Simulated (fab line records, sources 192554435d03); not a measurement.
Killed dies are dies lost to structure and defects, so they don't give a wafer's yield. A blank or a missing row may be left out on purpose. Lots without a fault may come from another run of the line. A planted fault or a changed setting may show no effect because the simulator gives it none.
fab line records | flow n5_finfet
record lots=6 wafers=18 last_day=17
route steps=1938 shown BEOL_M6@1221 PASSIVATION@1936
lots that met no fault: from a run of the same line without faults
start_h: hours from the record's first day to the start of the lot's first wafer shown | wait_h: hours since the lot's step before | " the same as in the row above | L1.1+2: a row that stands for several wafers | - no value, or no start given | * or withheld: withheld | < > ~ a bound
route shown NAME@n: a module of which the file shows steps, and the number in the route of the first | usual: mean/standard deviation of fault-free wafers | same: alike in all rows | chamber/n: place in a boat | sites: the reading at each site | _std_site: their standard deviation | _edge_site: outer sites' mean less inner sites' | radius_mm: how far each site lies from the wafer's centre | mask NAME#n: copy n | behind: the tool/chamber that last shaped the wafer | hold: why the lot was held/for how many hours/how that ended | device: the transistor (n, p or np) that didn't switch | end of line: the same wafers' tests at the end of the route | a step without rows: its recipe alone | killed: dies lost to structure and defects at the first sort, not the wafer's yield | map: a wafer's dies, x killed, . not, _ none there
set.NAME: the setting as run; set.NAME@STEP: as run at that earlier step | model.NAME: the simulator's own value behind a step, which no gauge read
lots at some steps of the route; a table a step, a row a wafer
services: from which hour (start_h, from the record's first day; less than 0 if before it) a tool's chamber was out of use, for how many hours, and why
## steps
# step N5_BEOL_M6_COAT_22
# recipe resist=CAR-EUV spin_rpm=1500 resist_thk_nm=30
# step N5_BEOL_M6_EBR_24
# recipe solvent=PGMEA ebr_width_mm=1.5
# step N5_BEOL_M6_SOFTBAKE_23
# recipe temp_c=110 time_s=60 resist=CAR-EUV
# step N5_BEOL_M6_EXPOSE_25
# recipe mask_id=V5 na=0.33 source_shape=annular sigma_inner=0.4 sigma_outer=0.8 polarization=unpolarized target_cd_nm=40 dose_mj=45
# step N5_BEOL_M6_PEB_26
# recipe peb_temp_c=100 peb_time_s=60 resist=CAR-EUV
# step N5_BEOL_M6_DEVELOP_27
# recipe develop_time_s=30 developer=TMAH resist=CAR-EUV rinse_liquid=surfactant_rinse dry=air_spin dev_temp_c=23
# step N5_BEOL_M6_CD_MEAS_28
# recipe target_cd_nm=40 landing_energy_ev=500 detector=se_inlens
# usual cd_nm=40.06/0.24
# columns lot.wafer tool chamber start_h wait_h cd_nm
L403.3 cd_sem-03 0 228.87 - 40.45
L403.4 " 0 " " 40.43
L403.6 " 0 " " 40.56
L401.1 cd_sem-01 0 228.91 - 39.95
L401.5 " 0 " " 40.24
L401.6 " 0 " " 40.42
L408.3 cd_sem-01 0 266.84 - 39.84
L408.5 " 0 " " 40.24
L408.6 " 0 " " 40.04
L407.2 cd_sem-02 0 272.72 - 39.69
L407.3 " 0 " " 39.71
L407.4 " 0 " " 40.18
L412.1 cd_sem-01 0 292.91 - 39.91
L412.2 " 0 " " 40.00
L412.4 " 0 " " 40.33
L414.1 cd_sem-02 0 318.94 - 39.75
L414.3 " 0 " " 39.92
L414.6 " 0 " " 39.60
# step N5_BEOL_M6_OVL_MEAS_29
# recipe points_per_wafer=522
# usual V5_OVL=0.2/0.64
# columns lot.wafer tool chamber start_h wait_h V5_OVL[nm]
L403.3 overlay-02 0 228.91 0.0 0.2
L403.4 " 0 " " -0.2
L403.6 " 0 " " 0.4
L401.1 overlay-01 0 228.94 0.0 -0.6
L401.5 " 0 " " -0.6
L401.6 " 0 " " -0.7
L408.3 overlay-02 0 266.88 0.0 0.0
L408.5 " 0 " " 0.0
L408.6 " 0 " " 0.5
L407.2 overlay-01 0 272.75 0.0 0.0
L407.3 " 0 " " 0.3
L407.4 " 0 " " -0.1
L412.1 overlay-01 0 292.94 0.0 0.8
L412.2 " 0 " " 0.7
L412.4 " 0 " " -0.2
L414.1 overlay-01 0 318.97 0.0 -0.4
L414.3 " 0 " " 0.3
L414.6 " 0 " " -0.5
# step N5_BEOL_M6_INSPECT_30
# recipe mode=adi inspect_instrument=brightfield
# usual raw_defect_count=430/91
# columns lot.wafer tool chamber start_h wait_h raw_defect_count
L403.3 defect_inspect-01 - 228.96 0.0 368
L403.4 " - " " 272
L403.6 " - " " 360
L401.1 defect_inspect-02 - 229.00 0.1 308
L401.5 " - " " 370
L401.6 " - " " 416
L408.3 defect_inspect-02 - 266.93 0.0 566
L408.5 " - " " 754
L408.6 " - " " 525
L407.2 defect_inspect-02 - 272.80 0.0 374
L407.3 " - " " 511
L407.4 " - " " 351
L412.1 defect_inspect-01 - 293.00 0.1 227
L412.2 " - " " 334
L412.4 " - " " 345
L414.1 defect_inspect-02 - 319.02 0.1 299
L414.3 " - " " 367
L414.6 " - " " 384
# step N5_BEOL_M6_DESCUM_33
# recipe chemistry=O2 time_s=7 source_power_w=50 bias_power_w=20 pressure_mtorr=20 rf_frequency_hz=2.712e+07 temp_c=40 resist=CAR-EUV o2_flow_sccm=225
# usual drypump_motor_current_A=5.8/0.42 oes_product_au=0.79/0.073 rf_vpp_V=243.3/1.3 showerhead_plenum_p_Torr=2.11/0.06 throttle_valve_pct=20.52/0.19
# same time_s=7
# columns lot.wafer tool chamber start_h wait_h drypump_motor_current_A oes_product_au rf_hours_counter_h rf_vpp_V showerhead_plenum_p_Torr throttle_valve_pct
L403.3 rie_diel-05 2 228.99 0.0 5.3 0.85 78 243.8 2.13 20.49
L403.4 " 0 " " 5.9 0.78 122 242.9 2.10 20.73
L403.6 " 2 " " 5.3 0.84 - 242.9 2.13 20.51
L401.1 rie_diel-02 1 229.28 0.3 6.3 0.69 241 241.6 2.04 20.55
L401.5 " 2 " " 6.3 0.85 - 246.2 2.23 20.41
L401.6 " 3 " " 5.4 0.72 - 245.0 2.06 20.51
L408.3 rie_diel-05 2 267.06 0.1 5.3 0.83 90 243.4 2.13 20.51
L408.5 " 0 " " 5.9 0.77 - 243.6 2.10 20.72
L408.6 " 3 " " 6.3 0.77 - 243.3 2.07 20.29
L407.2 rie_diel-05 0 272.88 0.1 5.9 0.77 136 242.0 2.10 20.72
L407.3 " 1 " " 5.7 0.72 209 242.2 2.10 20.74
L407.4 " 3 " " 6.3 0.77 153 245.1 2.07 20.31
L412.1 rie_diel-02 1 293.03 0.0 6.3 0.91 10 243.1 2.03 20.22
L412.2 " 3 " " 5.4 0.70 208 243.2 2.05 20.52
L412.4 " 0 " " 5.9 0.81 90 242.5 2.13 20.57
L414.1 rie_diel-01 1 319.06 0.0 5.3 0.91 28 243.6 2.16 20.51
L414.3 " 2 " " 5.3 0.72 212 241.0 2.00 20.94
L414.6 " 3 " " 6.1 0.83 - 242.6 2.12 20.30
# step N5_BEOL_M6_ETCH_72
# recipe chemistry=N2/H2 target=underlayer target_depth_a=65 mask_material=CAR-EUV time_s=5.2 ion_energy_ev=200 pressure_mtorr=30 source_w=840 bias_w=150 n2_flow_sccm=200 h2_flow_sccm=200 ends=cleared
# usual drypump_motor_current_A=5.8/0.43 etch_rf_on_time_s=5.16/0.11 oes_product_au=0.68/0.062 rf_fwd_power_W=819.0/2.6 rf_vpp_V=524.4/2.1 showerhead_plenum_p_Torr=2.56/0.067 throttle_valve_pct=17.95/0.2
# columns lot.wafer tool chamber start_h wait_h drypump_motor_current_A etch_rf_on_time_s oes_product_au rf_fwd_power_W rf_hours_counter_h rf_vpp_V showerhead_plenum_p_Torr throttle_valve_pct
L403.3 rie_diel-05 2 229.03 0.0 5.3 5.25 0.70 819.3 78 525.3 2.57 17.72
L403.4 " 0 " " 5.9 5.29 0.67 820.6 122 525.9 2.56 18.19
L403.6 " 2 " " 5.3 5.28 0.71 819.3 - 524.0 2.56 17.75
L401.1 rie_diel-02 1 229.32 0.0 6.3 5.10 0.60 821.4 241 522.8 2.51 18.15
L401.5 " 2 " " 6.3 5.18 0.73 822.6 - 526.8 2.71 17.82
L401.6 " 3 " " 5.4 4.90 0.63 821.9 - 526.0 2.54 18.22
L408.3 rie_diel-05 2 267.09 0.0 5.3 5.10 0.69 816.7 90 522.3 2.56 17.75
L408.5 " 0 " " 5.9 5.22 0.66 817.4 - 526.8 2.56 18.20
L408.6 " 3 " " 6.3 5.18 0.65 819.5 - 525.2 2.55 17.94
L407.2 rie_diel-05 0 272.91 0.0 5.9 5.17 0.66 821.6 136 524.1 2.55 18.21
L407.3 " 1 " " 5.7 5.22 0.61 818.3 209 522.5 2.51 17.87
L407.4 " 3 " " 6.4 5.21 0.65 820.6 153 521.6 2.55 17.92
L412.1 rie_diel-02 1 293.07 0.0 6.3 4.99 0.80 819.2 10 521.6 2.50 17.74
L412.2 " 3 " " 5.4 5.09 0.60 816.0 208 524.0 2.53 18.27
L412.4 " 0 " " 5.9 5.31 0.68 816.7 90 525.6 2.57 17.82
L414.1 rie_diel-01 1 319.09 0.0 5.3 4.96 0.77 820.3 28 524.3 2.58 17.62
L414.3 " 2 " " 5.2 5.36 0.61 818.0 212 521.9 2.42 18.28
L414.6 " 3 " " 6.1 5.16 0.70 817.9 - 525.1 2.57 17.84
# step N5_BEOL_M6_ETCH_65
# recipe chemistry=CF4 target=SiARC target_depth_a=156 mask_material=CAR-EUV time_s=26 ion_energy_ev=80 pressure_mtorr=40 source_w=545 bias_w=36 Ar_flow_sccm=100 cf4_flow_sccm=100 ends=cleared
# usual drypump_motor_current_A=5.8/0.43 etch_rf_on_time_s=25.9/0.56 oes_product_au=0.68/0.061 rf_fwd_power_W=532.3/2 rf_vpp_V=184.2/0.97 showerhead_plenum_p_Torr=2.16/0.052 throttle_valve_pct=15.70/0.18
# columns lot.wafer tool chamber start_h wait_h drypump_motor_current_A etch_rf_on_time_s oes_product_au rf_fwd_power_W rf_hours_counter_h rf_vpp_V showerhead_plenum_p_Torr throttle_valve_pct
L403.3 rie_diel-05 2 229.04 0.0 5.3 26.3 0.72 533.9 78 183.9 2.16 15.55
L403.4 " 0 " " 5.9 26.8 0.66 532.8 122 185.6 2.16 15.85
L403.6 " 2 " " 5.3 26.2 0.71 533.5 - 184.7 2.16 15.55
L401.1 rie_diel-02 1 229.33 0.0 6.3 25.7 0.61 533.7 241 184.6 2.11 15.99
L401.5 " 2 " " 6.3 25.8 0.72 532.1 - 185.0 2.27 15.45
L401.6 " 3 " " 5.4 25.0 0.62 534.8 - 184.1 2.13 15.84
L408.3 rie_diel-05 2 267.11 0.0 5.3 26.1 0.70 534.1 90 183.8 2.16 15.57
L408.5 " 0 " " 5.9 26.6 0.66 532.7 - 183.4 2.16 15.86
L408.6 " 3 " " 6.3 26.0 0.65 532.6 - 183.7 2.15 15.80
L407.2 rie_diel-05 0 272.93 0.0 5.9 26.2 0.66 529.4 136 182.7 2.16 15.88
L407.3 " 1 " " 5.7 26.6 0.62 533.2 209 184.8 2.13 15.84
L407.4 " 3 " " 6.3 26.0 0.65 532.6 153 183.2 2.15 15.80
L412.1 rie_diel-02 1 293.08 0.0 6.3 25.0 0.79 532.0 10 184.6 2.11 15.54
L412.2 " 3 " " 5.4 24.9 0.61 535.7 208 184.4 2.12 15.88
L412.4 " 0 " " 5.9 26.3 0.68 531.8 90 185.0 2.17 15.70
L414.1 rie_diel-01 1 319.11 0.0 5.3 24.7 0.79 531.2 28 184.9 2.18 15.55
L414.3 " 2 " " 5.3 26.7 0.62 530.9 212 183.4 2.04 15.99
L414.6 " 3 " " 6.1 25.9 0.69 535.7 - 186.2 2.16 15.43
# step N5_BEOL_M6_ETCH_66
# recipe chemistry=N2/H2 target=SOC target_depth_a=800 overetch_a=160 mask_material=SiARC temp_c=40 time_s=120 ion_energy_ev=200 pressure_mtorr=30 source_w=840 bias_w=150 n2_flow_sccm=200 h2_flow_sccm=200
# usual drypump_motor_current_A=5.8/0.43 oes_product_au=0.60/0.051 rf_fwd_power_W=835.8/2.5 rf_vpp_V=524.3/2 showerhead_plenum_p_Torr=2.56/0.067 throttle_valve_pct=17.91/0.2
# same time_s=120
# columns lot.wafer tool chamber start_h wait_h drypump_motor_current_A oes_product_au rf_fwd_power_W rf_hours_counter_h rf_vpp_V showerhead_plenum_p_Torr throttle_valve_pct model.SiARC_of_BEOL_M6_COAT_64.thk_nm model.BEOL_M6.cd_nm
L403.3 rie_diel-05 2 229.07 0.0 5.3 0.64 836.4 78 524.0 2.57 17.69 6.4 40
L403.4 " 0 " " 5.9 0.60 836.1 122 523.8 2.56 18.15 6.4 40.2
L403.6 " 2 " " 5.3 0.63 834.0 - 525.0 2.57 17.67 6.4 40.2
L401.1 rie_diel-02 1 229.36 0.0 6.3 0.54 838.5 241 522.3 2.51 18.08 6.4 40
L401.5 " 2 " " 6.3 0.65 833.8 - 526.2 2.71 17.79 6.4 40.2
L401.6 " 3 " " 5.4 0.55 839.3 - 523.2 2.54 18.20 6.4 40.2
L408.3 rie_diel-05 2 267.14 0.0 5.3 0.62 840.3 90 523.3 2.56 17.71 6.4 40
L408.5 " 0 " " 5.9 0.59 836.7 - 524.8 2.56 18.17 6.4 40.2
L408.6 " 3 " " 6.3 0.58 1031.9 - 486.2 2.55 17.89 5.6 40.6
L407.2 rie_diel-05 0 272.96 0.0 5.9 0.60 837.3 136 525.0 2.55 18.17 6.4 40
L407.3 " 1 " " 5.7 0.56 835.9 209 523.1 2.51 17.84 6.4 40.2
L407.4 " 3 " " 6.3 0.58 1031.8 153 488.0 2.55 17.90 5.8 40.6
L412.1 rie_diel-02 1 293.11 0.0 6.3 0.70 833.5 10 521.9 2.50 17.71 6.4 40
L412.2 " 3 " " 5.4 0.54 840.1 208 524.0 2.53 18.23 6.4 39.8
L412.4 " 0 " " 5.9 0.62 837.0 90 524.8 2.57 17.79 6.4 39.8
L414.1 rie_diel-01 1 319.14 0.0 5.3 0.68 837.3 28 525.0 2.58 17.59 6.2 40.2
L414.3 " 2 " " 5.2 0.56 840.9 212 519.9 2.42 18.23 6.4 39.8
L414.6 " 3 " " 6.1 0.62 833.8 - 524.3 2.57 17.79 6.4 40
# step N5_BEOL_M6_STRIP_69
# recipe chemistry=N2/H2 temp_c=40 n2_flow_sccm=200 h2_flow_sccm=200 rf_frequency_hz=6e+07
# step N5_BEOL_M6_STRIP_73
# recipe chemistry=N2/H2 temp_c=40 n2_flow_sccm=200 h2_flow_sccm=200 rf_frequency_hz=6e+07
# step N5_BEOL_M6_VIA_ETCH_34
# recipe chemistry=C4F6/O2 target=SiCOH_lowk target_depth_a=1263 mask_material=SOC taper_deg=4 time_s=50.9 ion_energy_ev=250 pressure_mtorr=30 source_w=345 bias_w=185 Ar_flow_sccm=300 C4F6_flow_sccm=10 O2_flow_sccm=10
# usual drypump_motor_current_A=5.8/0.43 oes_product_au=0.79/0.071 rf_fwd_power_W=341.8/1.4 rf_vpp_V=667/9.8 showerhead_plenum_p_Torr=2.87/0.072 throttle_valve_pct=21.01/0.14
# same time_s=50.9
# columns lot.wafer tool chamber start_h wait_h drypump_motor_current_A oes_product_au rf_fwd_power_W rf_hours_counter_h rf_vpp_V showerhead_plenum_p_Torr throttle_valve_pct model.BEOL_M6.cd_nm
L403.3 rie_diel-05 2 229.17 0.0 5.3 0.83 342.8 78 672 2.88 20.91 40
L403.4 " 0 " " 6.0 0.78 340.5 122 678 2.85 21.08 40.2
L403.6 " 2 " " 5.3 0.83 342.3 - 673 2.88 20.90 40.2
L401.1 rie_diel-02 1 229.46 0.0 6.3 0.70 340.7 241 654 2.81 21.22 39.8
L401.5 " 2 " " 6.3 0.85 342.0 - 664 3.02 20.87 40
L401.6 " 3 " " 5.4 0.71 342.5 - 651 2.82 21.06 40.2
L408.3 rie_diel-05 2 267.24 0.0 5.3 0.82 342.4 90 674 2.88 20.95 40.2
L408.5 " 0 " " 5.9 0.77 341.1 - 679 2.84 21.09 40
L408.6 " 3 " " 6.3 0.77 340.1 - 667 2.85 20.94 40.6
L407.2 rie_diel-05 0 273.06 0.0 5.9 0.77 342.7 136 678 2.84 21.09 40
L407.3 " 1 " " 5.7 0.72 341.4 209 678 2.84 21.13 40
L407.4 " 3 " " 6.3 0.77 338.9 153 668 2.85 20.95 40.6
L412.1 rie_diel-02 1 293.21 0.0 6.3 0.93 342.0 10 654 2.80 20.88 39.8
L412.2 " 3 " " 5.4 0.71 341.5 208 651 2.81 21.09 39.8
L412.4 " 0 " " 5.9 0.81 342.6 90 672 2.90 21.06 39.8
L414.1 rie_diel-01 1 319.24 0.0 5.3 0.91 340.9 28 657 2.92 20.94 40.2
L414.3 " 2 " " 5.3 0.72 343.8 212 666 2.73 21.36 39.8
L414.6 " 3 " " 6.1 0.81 343.8 - 672 2.89 20.85 40
# step N5_BEOL_M6_STRIP_76
# recipe chemistry=C4F6/O2 resist=SiARC rf_frequency_hz=6e+07
# step N5_PASSIVATION_PROBE_49
# usual defect_limited_yield=91.5/1.5 killed_at_M0_to_M3=30/11 killed_at_M4_up=13/4.9 killed_at_contacts=14/6.5 killed_at_front_end=40/11 killed_at_other=3.3/2.7 killed_dies=100/18 killed_open=67/14 killed_short=32/7.8 sort_bin_4_leakage=0.00/0.0073 sort_bin_5_function=5.0/0.97 sort_bin_6_memory=3.2/0.75 sort_n_pass=1080/18 sort_yield_pct=91.5/1.5
# same gross_dies=1180 killed_at_back_side=0 sort_bin_8_speed[%]=0
# columns lot.wafer tool chamber start_h wait_h defect_limited_yield[%] killed_at_M0_to_M3 killed_at_M4_up killed_at_contacts killed_at_front_end killed_at_other killed_dies killed_open killed_short sort_bin_4_leakage[%] sort_bin_5_function[%] sort_bin_6_memory[%] sort_n_pass sort_yield_pct[%]
L401.1 prober-01 - 316.14 0.0 88.4 45 14 38 38 2 137 87 50 0 6.1 4.8 1043 88.4
L401.5 prober-01 - 316.34 0.2 89.0 75 9 11 31 4 130 91 39 0 6.7 3.8 1050 89.0
L401.6 prober-01 - 316.39 0.3 90.8 30 12 14 49 3 108 83 25 0 5.6 3.3 1072 90.8
L403.3 prober-01 - 327.11 0.1 92.5 30 13 10 29 6 88 57 31 0 4.2 3.1 1092 92.5
L403.4 prober-01 - 327.16 0.2 91.1 24 21 9 49 2 105 60 40 0 5.4 2.4 1075 91.1
L403.6 prober-01 - 327.26 0.3 92.5 20 7 20 36 5 88 60 28 0 4.2 2.8 1092 92.5
L408.3 prober-01 - 369.11 0.1 93.8 16 11 8 36 2 73 37 34 0 3.5 2.5 1107 93.8
L408.5 prober-01 - 369.21 0.2 90.7 26 11 10 58 5 110 72 38 0 5.4 3.4 1070 90.7
L408.6 prober-01 - 369.26 0.3 93.1 27 8 9 38 0 82 57 24 0 3.8 2.9 1098 93.1
L407.2 prober-01 - 371.04 0.1 91.3 26 7 23 46 1 103 79 24 0 5.1 3.6 1077 91.3
L412.1 prober-01 - 379.45 0.0 94.7 20 8 10 24 1 63 43 20 0 3.1 2.1 1117 94.7
L412.2 prober-01 - 379.50 0.1 92.0 27 9 10 48 0 94 56 30 0 4.0 3.1 1086 92.0
L412.4 prober-01 - 379.60 0.2 92.7 21 7 5 51 2 86 53 33 0 4.7 2.5 1094 92.7
L414.1 prober-02 - 399.58 0.0 89.7 16 21 7 72 5 121 71 49 0 6.6 2.8 1059 89.7
L414.3 prober-02 - 399.68 0.1 89.0 40 16 8 65 1 130 80 44 0 6.4 3.6 1050 89.0
L414.6 prober-02 - 399.83 0.3 94.0 19 10 8 33 1 71 52 17 0 4.2 1.4 1109 94.0
# killed by level:class
L401.1 MOL_CONTACT_COAG:geometric_particle:open=30 FIN_SAQP:geometric_particle:open=12 BEOL_M0_SAQP:geometric_particle:short=12 FIN_SAQP:geometric_particle:short=9 MOL_CONTACT_COAG:geometric_particle:short=8 BEOL_M2:geometric_particle:open=8 BEOL_M0_SAQP:geometric_particle:open=7 GATE_CUT:geometric_particle:short=5
L401.5 BEOL_M1:geometric_particle:open=18 BEOL_M0_SAQP:geometric_particle:open=15 BEOL_M0_SAQP:geometric_particle:short=14 BEOL_M2:geometric_particle:open=10 BEOL_M3:geometric_particle:open=10 STI_FIN_REVEAL:geometric_particle:open=9 MOL_CONTACT_COAG:geometric_particle:open=9 GATE_CUT:geometric_particle:open=6
L401.6 FIN_SAQP:geometric_particle:open=15 MOL_CONTACT_COAG:geometric_particle:open=11 STI_FIN_REVEAL:geometric_particle:open=7 BEOL_M0:geometric_particle:open=7 BEOL_M1:geometric_particle:open=7 FIN_SAQP:geometric_particle:short=6 DUMMY_GATE:geometric_particle:open=6 GATE_CUT:geometric_particle:open=4
L403.3 BEOL_M2:geometric_particle:open=11 FIN_SAQP:geometric_particle:short=9 MOL_CONTACT_COAG:geometric_particle:open=9 BEOL_M1:geometric_particle:open=5 BEOL_M4:geometric_particle:open=5 FIN_SAQP:geometric_particle:open=4 STI_FIN_REVEAL:geometric_particle:open=4 BEOL_M0_SAQP:geometric_particle:short=4
L403.4 FIN_SAQP:geometric_particle:short=11 BEOL_M4:geometric_particle:open=8 STI_FIN_REVEAL:geometric_particle:open=7 DUMMY_GATE:geometric_particle:open=7 BEOL_M2:geometric_particle:open=7 MOL_CONTACT_COAG:geometric_particle:open=6 BEOL_M0_SAQP:geometric_particle:short=5 STARTING-WAFER:geometric_particle:open=5
L403.6 STI_FIN_REVEAL:geometric_particle:open=14 MOL_CONTACT_COAG:geometric_particle:open=14 BEOL_M2:geometric_particle:open=11 MOL_CONTACT_COAG:geometric_particle:short=6 FIN_SAQP:geometric_particle:short=4 SPACER0:geometric_particle:open=3 BEOL_M0_SAQP:geometric_particle:short=3 BEOL_M4:geometric_particle:open=3
L408.3 FIN_SAQP:geometric_particle:short=10 STI_FIN_REVEAL:geometric_particle:open=6 BEOL_M0_SAQP:geometric_particle:short=6 MOL_CONTACT_COAG:geometric_particle:open=5 BEOL_M0_SAQP:geometric_particle:open=5 GATE_CUT:geometric_particle:short=4 FIN_SAQP:geometric_particle:open=3 GATE_CUT:geometric_particle:open=3
L408.5 STI_FIN_REVEAL:geometric_particle:open=20 FIN_SAQP:geometric_particle:open=13 BEOL_M0_SAQP:geometric_particle:short=9 MOL_CONTACT_COAG:geometric_particle:open=9 FIN_SAQP:geometric_particle:short=8 BEOL_M0_SAQP:geometric_particle:open=6 BEOL_M2:geometric_particle:open=5 MIM_TOP:geometric_particle:short=4
L408.6 STI_FIN_REVEAL:geometric_particle:open=8 BEOL_M3:geometric_particle:open=7 FIN_SAQP:geometric_particle:open=6 FIN_SAQP:geometric_particle:short=6 MOL_CONTACT_COAG:geometric_particle:open=6 DUMMY_GATE:geometric_particle:open=5 BEOL_M2:geometric_particle:open=5 GATE_CUT:geometric_particle:open=4
L407.2 MOL_CONTACT_COAG:geometric_particle:open=19 FIN_SAQP:geometric_particle:open=12 STI_FIN_REVEAL:geometric_particle:open=11 BEOL_M1:geometric_particle:open=11 DUMMY_GATE:geometric_particle:open=6 STARTING-WAFER:geometric_particle:open=5 FIN_SAQP:geometric_particle:short=4 MOL_CONTACT_COAG:geometric_particle:short=4
L412.1 MOL_CONTACT_COAG:geometric_particle:open=8 FIN_SAQP:geometric_particle:short=4 STI_FIN_REVEAL:geometric_particle:open=4 BEOL_M1:geometric_particle:open=4 BEOL_M2:geometric_particle:open=4 BEOL_M3:geometric_particle:open=4 DUMMY_GATE:geometric_particle:open=3 GATE_CUT:geometric_particle:short=3
L412.2 FIN_SAQP:geometric_particle:open=11 MOL_CONTACT_COAG:geometric_particle:open=8 BEOL_M3:geometric_particle:open=8 HKMG_FIN:area_etch=7 DUMMY_GATE:geometric_particle:open=6 FIN_SAQP:geometric_particle:short=5 BEOL_M1:geometric_particle:open=5 STARTING-WAFER:geometric_particle:short=5
L412.4 FIN_SAQP:geometric_particle:short=8 STI_FIN_REVEAL:geometric_particle:open=6 DUMMY_GATE:geometric_particle:open=6 BEOL_M2:geometric_particle:open=5 FIN_SAQP:geometric_particle:open=4 GATE_CUT:geometric_particle:short=4 GATE_CUT:geometric_particle:open=4 BEOL_M3:geometric_particle:open=4
L414.1 FIN_SAQP:geometric_particle:open=20 FIN_SAQP:geometric_particle:short=17 BEOL_M4:geometric_particle:open=11 MOL_CONTACT_COAG:geometric_particle:open=6 STI_FIN_REVEAL:geometric_particle:open=6 GATE_CUT:geometric_particle:short=6 BEOL_M4:geometric_particle:short=6 GATE_CUT:geometric_particle:open=5
L414.3 FIN_SAQP:geometric_particle:open=31 BEOL_M0_SAQP:geometric_particle:open=15 BEOL_M0_SAQP:geometric_particle:short=14 FIN_SAQP:geometric_particle:short=11 BEOL_M4:geometric_particle:open=9 MOL_CONTACT_COAG:geometric_particle:open=7 HKMG_FIN:area_etch=6 STI_FIN_REVEAL:geometric_particle:open=4
L414.6 FIN_SAQP:geometric_particle:open=10 MOL_CONTACT_COAG:geometric_particle:open=8 STI_FIN_REVEAL:geometric_particle:open=6 BEOL_M0_SAQP:geometric_particle:open=4 FIN_SAQP:geometric_particle:short=3 DUMMY_GATE:geometric_particle:open=3 ILD0:geometric_particle:open=3 BEOL_M0_SAQP:geometric_particle:short=3
## services
# columns tool chamber start_h hours kind
rie_diel-02 1 215.45 4.4 repair
rie_diel-01 1 220.56 - clean
rie_diel-01 1 220.56 - consumable_replace:focus_ring
rie_diel-01 1 220.56 19.1 scheduled_down
rie_diel-01 1 220.56 19.1 vent_cycle
rie_diel-01 - 223.56 0.1 repair
rie_diel-02 1 250.21 - clean
rie_diel-02 1 250.21 - consumable_replace:focus_ring
rie_diel-02 1 250.21 13.8 scheduled_down
rie_diel-02 1 250.21 13.8 vent_cycle
rie_diel-02 - 274.83 1.4 repair
## key
first_sign step=N5_BEOL_M6_ETCH_66 reading=rf_fwd_power_W direction=up sigmas=78 usual=* struck=*
effect step=N5_BEOL_M6_ETCH_66 reading=rf_vpp_V direction=down sigmas=19 usual=524.3 struck=487.1
model_effect step=N5_BEOL_M6_ETCH_66 value=SiARC_of_BEOL_M6_COAT_64.thk_nm without=6.4 struck=5.7
model_effect step=N5_BEOL_M6_VIA_ETCH_34 value=BEOL_M6.cd_nm without=40 struck=40.6
met_at N5_BEOL_M6_ETCH_66
struck_wafers L407.4,L408.6
baseline_loss step=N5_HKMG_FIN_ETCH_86 wafers=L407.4
fault kind=process_parameter_drift tool=rie_diel-05 chamber=3 onset_h=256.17 steps=N5_BEOL_M6_ETCH_66 channel=source_w offset=201.6 shape=step end_h=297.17 acts_in=these_recipes_only stated=840
# baseline_loss: these wafers lose ten dies or more at that step, a loss of the line's own and not of a fault; the sort's usual values leave them out
